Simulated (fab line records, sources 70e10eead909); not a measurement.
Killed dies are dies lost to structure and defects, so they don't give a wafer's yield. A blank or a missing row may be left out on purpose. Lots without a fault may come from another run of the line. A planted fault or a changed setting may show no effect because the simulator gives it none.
Chamber matching | flow nand_harc | NHARC_A_SLIT_ETCH_29 on rie_diel-02: 4 sister chambers
The step etches the open film in CF4/O2, target depth 100 nm, overetch 10 nm, time 55 s. 14 wafers are shown with their chamber, then 7 later ones without.

WAFERS WITH THEIR CHAMBER
wafer  | chamber | drypump_motor_current_A (A) | showerhead_plenum_p_Torr (Torr) | rf_vpp_V (V)
L081.1 | 0       | 6.6                         | 1.28                            | 197.1
L081.2 | 3       | 5.5                         | 1.27                            | 196.2
L081.3 | 1       | 4.9                         | 1.30                            | 197.2
L083.1 | 0       | 6.6                         | 1.28                            | 196.3
L083.4 | 0       | 6.6                         | 1.28                            | 196.0
L083.6 | 1       | 4.9                         | 1.29                            | 196.8
L087.2 | 0       | 6.6                         | 1.28                            | 198.2
L087.4 | 1       | 4.9                         | 1.29                            | 197.7
L087.5 | 0       | 6.5                         | 1.28                            | 197.8
L091.1 | 3       | 5.5                         | 1.27                            | 198.1
L091.3 | 2       | 6.2                         | 1.42                            | 199.9
L091.4 | 1       | 4.9                         | 1.29                            | 197.5
L092.1 | 2       | 6.2                         | 1.42                            | 199.6
L092.2 | 1       | 4.9                         | 1.29                            | 197.2

SIGNATURES (means of the wafers above)
reading                  | chamber 0 | chamber 1 | chamber 2 | chamber 3 | scatter within a chamber
drypump_motor_current_A  | 6.580     | 4.900     | 6.200     | 5.500     | 0.0283
showerhead_plenum_p_Torr | 1.2800    | 1.2920    | 1.4200    | 1.2700    | 0.00283
rf_vpp_V                 | 197.080   | 197.280   | 199.750   | 197.150   | 0.766
Rule: a wafer's distance from a chamber is the root of the sum, over the readings, of the square of ((its reading less the chamber's mean) divided by the reading's scatter). The wafer belongs to the nearest chamber; if the next one is less than 2 further off, it can't be placed. The scatter: the root of (the sum of the squares of (reading less its chamber's mean) over the shown wafers, divided by (wafers less chambers)).

WAFERS WITHOUT THEIR CHAMBER
wafer  | drypump_motor_current_A (A) | showerhead_plenum_p_Torr (Torr) | rf_vpp_V (V)
L092.5 | 4.9                         | 1.29                            | 198.1
L093.3 | 6.2                         | 1.42                            | 199.6
L093.5 | 6.2                         | 1.42                            | 199.7
L093.6 | 5.4                         | 1.27                            | 196.0
L096.1 | 6.6                         | 1.28                            | 196.1
L096.5 | 4.9                         | 1.29                            | 196.2
L096.6 | 6.2                         | 1.42                            | 201.2

WHICH CHAMBER EACH WENT THROUGH
wafer  | from the rows above | in truth
L092.5 | 1                   | 1
L093.3 | 2                   | 2
L093.5 | 2                   | 2
L093.6 | 3                   | 3
L096.1 | 0                   | 0
L096.5 | 1                   | 1
L096.6 | 2                   | 2
Placed correctly: 7 of 7. Can't be placed from these rows: 0. Placed wrongly: 0.
